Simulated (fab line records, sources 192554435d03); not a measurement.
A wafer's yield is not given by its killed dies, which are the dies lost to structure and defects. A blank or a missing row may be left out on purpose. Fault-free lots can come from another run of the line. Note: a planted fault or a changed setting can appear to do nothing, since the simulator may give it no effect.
One fault through the eyes of 3 desks + flow n5Finfet + what lay behind the numbers comes last; until then each desk has only its own

== FOR THE TOOL OWNER'S DESK: aldSin-01 ==
The tool's own readings at N5_MOL_CONTACT_COAG_ALD_131 (deposits SiO2, target thk 5 nm, pulse time 1 s, co reactant pulse time 1 s): means of the sampled wafers that have a number, for each lot that ran on this tool. If a lot's mean is further than 4 standard deviations from the usual mean, the lot is out of limits and carries the mark OUT (the distance appears in the brackets).
Columns: A = heaterPowerOuterW at N5_MOL_CONTACT_COAG_ALD_131, usual 42 W; B = heaterPowerW at N5_MOL_CONTACT_COAG_ALD_131, usual 79 W; C = precursorPulseHeightRel at N5_MOL_CONTACT_COAG_ALD_131, usual 1.000; D = susceptorTempC at N5_MOL_CONTACT_COAG_ALD_131, usual 100.00 C
| lot  | first seen here | A  | B  | C     | D      |
|------|-----------------|----|----|-------|--------|
| L555 | day 6 03:28     | 40 | 77 | 1.003 | 100.03 |
| L557 | day 6 12:49     | 40 | 79 | 0.976 | 99.99  |
| L560 | day 7 02:32     | 38 | 74 | 0.984 | 100.03 |
| L575 | day 10 22:16    | 44 | 82 | 1.012 | 100.05 |
Result from this desk: across the 4 lots, nothing is out of limits.

== THE DEFECT DESK ==
Counts from the inspections along the route, per lot, as means over the sampled wafers that have a number. If a lot's mean is further than 4 standard deviations from the usual mean, the lot is out of limits and carries the mark OUT (the distance appears in the brackets).
Columns: A = rawDefectCount at N5_MOL_CONTACT_COAG_INSPECT_57, usual 195
| lot  | first seen here | A   |
|------|-----------------|-----|
| L554 | day 5 13:21     | 209 |
| L555 | day 6 03:13     | 218 |
| L557 | day 6 12:38     | 230 |
| L560 | day 7 02:13     | 220 |
| L569 | day 9 10:14     | 215 |
| L570 | day 9 22:33     | 252 |
| L575 | day 10 22:06    | 158 |
Result from this desk: across the 7 lots, nothing is out of limits.

== FROM THE METROLOGY DESK ==
What the gauges read, lot by lot, whatever tool the lot ran on: means of the sampled wafers that have a number. If a lot's mean is further than 4 standard deviations from the usual mean, the lot is out of limits and carries the mark OUT (the distance appears in the brackets). 7 of its 12 readings are shown, namely those furthest out on some lot.
Columns: A = VG_OVL at N5_MOL_CONTACT_COAG_OVL_MEAS_85, usual 0.0 nm; B = DIBL_N at N5_BEOL_M4_RC_MEAS_101, usual 36.4 mV/V; C = DIBL_P at N5_BEOL_M4_RC_MEAS_101, usual 35.8 mV/V; D = IOFF_P at N5_BEOL_M4_RC_MEAS_101, usual 0.21 nA/um; E = ION_P at N5_BEOL_M4_RC_MEAS_101, usual 465 uA/um; F = SS_P at N5_BEOL_M4_RC_MEAS_101, usual 73.4 mV/dec; G = VT_P at N5_BEOL_M4_RC_MEAS_101, usual -250 mV
| lot  | first seen here | A    | B    | C    | D    | E   | F    | G    |
|------|-----------------|------|------|------|------|-----|------|------|
| L554 | day 5 13:16     | -0.1 | 36.0 | 34.5 | 0.21 | 460 | 72.8 | -248 |
| L555 | day 6 03:07     | -1.0 | 34.5 | 35.5 | 0.16 | 449 | 72.8 | -257 |
| L557 | day 6 12:34     | 0.6  | 37.3 | 34.6 | 0.21 | 466 | 73.2 | -250 |
| L560 | day 7 02:07     | 0.3  | 35.8 | 34.5 | 0.20 | 464 | 73.4 | -252 |
| L569 | day 9 10:09     | 0.7  | 37.1 | 37.8 | 0.27 | 468 | 74.0 | -246 |
| L570 | day 9 22:28     | 0.3  | 35.0 | 33.2 | 0.18 | 451 | 72.7 | -252 |
| L575 | day 10 22:00    | -0.7 | 32.5 | 32.4 | 0.17 | 468 | 72.4 | -252 |
Result from this desk: across the 7 lots, nothing is out of limits.

== TAKEN TOGETHER ==
The tool owner's desk saw nothing out of limits.
The defect desk saw nothing out of limits.
Nothing out of limits was seen by the metrology desk.

== WHAT THE SIMULATOR HAD INSERTED ==
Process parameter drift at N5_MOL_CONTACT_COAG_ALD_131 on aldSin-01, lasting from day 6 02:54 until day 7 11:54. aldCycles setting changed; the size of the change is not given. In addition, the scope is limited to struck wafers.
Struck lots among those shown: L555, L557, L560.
